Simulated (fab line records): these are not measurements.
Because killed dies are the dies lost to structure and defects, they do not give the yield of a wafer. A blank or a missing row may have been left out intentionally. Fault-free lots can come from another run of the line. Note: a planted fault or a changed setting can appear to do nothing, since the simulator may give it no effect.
Which tool did it? ; flow nand_harc ; 36 wafers sampled from 12 lots at 1 step of a route of 1159

## WHAT THE GAUGES SHOWED, per wafer
NHARC_A_CONTACT_CD_MEAS_69: target cd 200 nm.
lot;measured;on;cd_nm (nm)
L077;day 16 21:59;cd_sem-02;200.1 199.8 201.7
L078;day 17 13:24;cd_sem-02;199.4 200.6 198.7
L079;day 18 04:26;cd_sem-03;200.2 199.6 200.8
L081;day 18 10:58;cd_sem-01;199.5 198.9 200.0
L083;day 18 21:11;cd_sem-02;200.8 200.8 200.9
L085;day 19 06:55;cd_sem-01;199.9 199.4 199.9
L086;day 19 19:24;cd_sem-02;200.9 199.7 201.7
L088;day 20 13:23;cd_sem-03;199.4 198.9 199.4
L089;day 20 18:33;cd_sem-01;199.1 200.6 199.9
L092;day 21 02:40;cd_sem-02;199.0 200.3 199.8
L096;day 21 20:22;cd_sem-03;198.8 198.4 199.9
L095;day 22 09:36;cd_sem-03;199.6 199.9 198.6

## WHICH TOOL RAN EACH LOT (tool, then ch and the chambers of the sampled wafers, then the start)
Record: no process step prior to these readings.

## THE ANSWER, worked out from the rows above alone
Rule: the lots themselves supply what counts as usual. The widest of any qualifying gaps counts: lots, ordered by their means at a reading, are off when they make up no more than a third of the lots, leave a main group of 4 or more, and stand apart from it by 3 or more times the standard deviation of that group's means. A main group whose means are all the same, to the digits that the tables above print for the reading, isn't used. Also off: a lot with no number at a reading for which 4 or more lots have one. All remaining lots with rows at the step are treated as sound.
Nothing can be told from this: no lot is off at any reading shown.

## WHAT THE SIMULATOR PUT IN
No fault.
